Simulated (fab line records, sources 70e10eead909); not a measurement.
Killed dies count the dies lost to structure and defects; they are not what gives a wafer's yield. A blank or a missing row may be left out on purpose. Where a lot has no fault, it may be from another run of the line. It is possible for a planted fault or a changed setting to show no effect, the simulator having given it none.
8D (eight disciplines) problem report, filled in by code -- flow nand harc -- the parts of the form that need people (team, actions taken, sign-off) are left out

1. THE ISSUE
Mean of killed at periphery at NHARC_END_SORT_01: 644.3 across 6 wafers in 2 lots; on wafers with no fault it is 2.4 (standard deviation 1.8). So: +99 or more standard deviations from the usual mean.
First observed at day 21 21:55: wafer L646.1, on prober-01. The record has a number at this step for 9 wafers belonging to 3 lots. The rule behind "out" and "out of limits": a value lying over 4 standard deviations away from the usual mean. All remaining wafers that have a number are taken as sound.

2. WHAT IT IS, WHAT IT ISN'T
question,is,is not
which readings at this step,"killed at periphery, defect limited yield, killed dies, sort_bin_2_pct, sort n pass, sort rim yield pct, sort yield pct","killed at array, killed at other, killed short, sort_bin_3_pct"
which lots,"L644, L646",L639
which wafers of those lots,all that have a number,-
read on which gauges,prober-01,prober-02
when,from day 21 21:55,up to then (3 sound wafers)

3. THE SUSPECTS, EACH WITH WHAT RULES IT OUT
Counting: a tool stays on the suspect list if, at a process step up to the reading, it processed all lots that are out and no sound lot following the first of them.
- the gauge at NHARC_END_SORT_01: kept. All the wafers that are out were read on prober-01, and no step on other tools shows them out.
- rtp anneal-02 at NHARC_P_M2_ANNEAL_31 (time 90 s): kept. It ran every lot that is out, first L644 (day 9 17:47), and no sound lot after that.
- rie diel-08 at NHARC_P_BONDPAD_ETCH_12 (etches the open film in CHF3/O2, target depth 200 nm, time 100 s): kept. It ran every lot that is out, first L644 (day 9 21:10), and no sound lot after that. With no start given for some of its lots, NHARC_P_BONDPAD_ETCH_12 uses the hours and lot order of NHARC_P_BONDPAD_ETCH_24.
- rie diel-08 at NHARC_P_BONDPAD_ETCH_24 (etches the open film in CF4/N2, target depth 30 nm, time 72.99 s): kept. It ran every lot that is out, first L644 (day 9 21:10), and no sound lot after that.
Left after counting: rtp anneal-02 at NHARC_P_M2_ANNEAL_31, rie diel-08 at NHARC_P_BONDPAD_ETCH_12, rie diel-08 at NHARC_P_BONDPAD_ETCH_24, prober-01 at NHARC_END_SORT_01.

4. THE CAUSE (what the simulator had put in)
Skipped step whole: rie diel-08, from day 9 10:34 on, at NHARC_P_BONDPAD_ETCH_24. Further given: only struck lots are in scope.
Counting leaves 4 suspects; this tool is one of them.

5. THE CHAIN OF EFFECTS, in route order
Each row: a reading where the mean over the struck wafers with a number is more than 3 standard deviations away from the usual. Scope: only readings with a usual standard deviation given in the record; hours: median across lots of the time from each lot's start at the first step in this table that gives one to its start at this step; sigmas: change in usual standard deviations.
hours,step,reading,usual,on struck wafers,change,sigmas
0,NHARC_END_SORT_01,defect limited yield,95.6 %,0.0,-95.6,-64
0,NHARC_END_SORT_01,killed at periphery,2.4,644.3,+641.9,+99 or more
0,NHARC_END_SORT_01,killed dies,30,677,+647,+65
0,NHARC_END_SORT_01,sort_bin_2_pct,1.3 %,96.3,+95.0,+99 or more
0,NHARC_END_SORT_01,sort n pass,647,0,-647,-65
0,NHARC_END_SORT_01,sort rim yield pct,96.7 %,0.0,-96.7,-46
0,NHARC_END_SORT_01,sort yield pct,95.6 %,0.0,-95.6,-64
Readings that are blank on the struck wafers while sound wafers have them: bias w at NHARC_P_BONDPAD_ETCH_24; cf4 flow sccm at NHARC_P_BONDPAD_ETCH_24; drypump motor current A at NHARC_P_BONDPAD_ETCH_24; oes product au at NHARC_P_BONDPAD_ETCH_24; rf vpp V at NHARC_P_BONDPAD_ETCH_24; showerhead plenum p Torr at NHARC_P_BONDPAD_ETCH_24; throttle valve pct at NHARC_P_BONDPAD_ETCH_24.

6. WHAT WOULD HAVE CAUGHT IT SOONER
299 hours passed between the start of the fault at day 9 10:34 and the first reading out of limits at a measuring or inspecting step in this record, taken at day 21 21:55.
At NHARC_P_BONDPAD_ETCH_24 the tool's readings are blank on the struck wafers, where sound wafers have them: an empty tool record is the first sign, and it was there at once.
All the lots that are out (2) had begun NHARC_P_BONDPAD_ETCH_24 on rie diel-08 by day 21 21:55. None of them would have been spared by holding the tool at that moment.
